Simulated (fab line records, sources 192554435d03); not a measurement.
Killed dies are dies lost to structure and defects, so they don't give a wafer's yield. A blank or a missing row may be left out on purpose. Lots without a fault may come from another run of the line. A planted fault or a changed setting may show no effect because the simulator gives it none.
Chamber matching | flow n5_finfet | N5_MOL_CONTACT_COAG_STRIP_98 on rie_diel-05: 4 sister chambers
The step strips in N2/H2. 16 wafers are shown with their chamber, then 8 later ones without.

WAFERS WITH THEIR CHAMBER
wafer  | chamber | showerhead_plenum_p_Torr (Torr) | drypump_motor_current_A (A) | oes_product_au (a.u.)
L080.1 | 3       | 3.19                            | 6.1                         | 0.74
L080.2 | 0       | 3.18                            | 6.1                         | 0.70
L080.6 | 0       | 3.18                            | 6.1                         | 0.71
L082.1 | 0       | 3.18                            | 6.1                         | 0.69
L082.2 | 2       | 3.48                            | 6.1                         | 0.74
L082.3 | 1       | 3.30                            | 5.5                         | 0.68
L082.4 | 3       | 3.19                            | 6.2                         | 0.72
L082.5 | 0       | 3.18                            | 6.1                         | 0.70
L082.6 | 1       | 3.30                            | 5.5                         | 0.68
L090.1 | 0       | 3.18                            | 6.1                         | 0.70
L090.2 | 2       | 3.48                            | 6.2                         | 0.73
L090.3 | 3       | 3.19                            | 6.2                         | 0.73
L090.4 | 1       | 3.29                            | 5.5                         | 0.67
L090.5 | 2       | 3.48                            | 6.2                         | 0.75
L090.6 | 3       | 3.19                            | 6.1                         | 0.74
L094.1 | 3       | 3.18                            | 6.1                         | 0.73

SIGNATURES (means of the wafers above)
reading                  | chamber 0 | chamber 1 | chamber 2 | chamber 3 | scatter within a chamber
showerhead_plenum_p_Torr | 3.1800    | 3.2967    | 3.4800    | 3.1880    | 0.0035
drypump_motor_current_A  | 6.100     | 5.500     | 6.167     | 6.140     | 0.0394
oes_product_au           | 0.7000    | 0.6767    | 0.7400    | 0.7320    | 0.00789
Rule: a wafer's distance from a chamber is the root of the sum, over the readings, of the square of ((its reading less the chamber's mean) divided by the reading's scatter). The wafer belongs to the nearest chamber; if the next one is less than 2 further off, it can't be placed. The scatter: the root of (the sum of the squares of (reading less its chamber's mean) over the shown wafers, divided by (wafers less chambers)).

WAFERS WITHOUT THEIR CHAMBER
wafer  | showerhead_plenum_p_Torr (Torr) | drypump_motor_current_A (A) | oes_product_au (a.u.)
L094.2 | 3.47                            | 6.1                         | 0.72
L094.3 | 3.29                            | 5.5                         | 0.67
L094.4 | 3.17                            | 6.1                         | 0.68
L094.5 | 3.47                            | 6.2                         | 0.73
L094.6 | 3.29                            | 5.5                         | 0.68
L096.2 | 3.47                            | 6.2                         | 0.71
L096.5 | 3.28                            | 5.5                         | 0.67
L096.6 | 3.18                            | 6.1                         | 0.71

WHICH CHAMBER EACH WENT THROUGH
wafer  | from the rows above | in truth
L094.2 | 2                   | 2
L094.3 | 1                   | 1
L094.4 | 0                   | 0
L094.5 | 2                   | 2
L094.6 | 1                   | 1
L096.2 | 2                   | 2
L096.5 | 1                   | 1
L096.6 | 0                   | 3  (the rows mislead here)
Placed correctly: 7 of 8. Can't be placed from these rows: 0. Placed wrongly: 1.
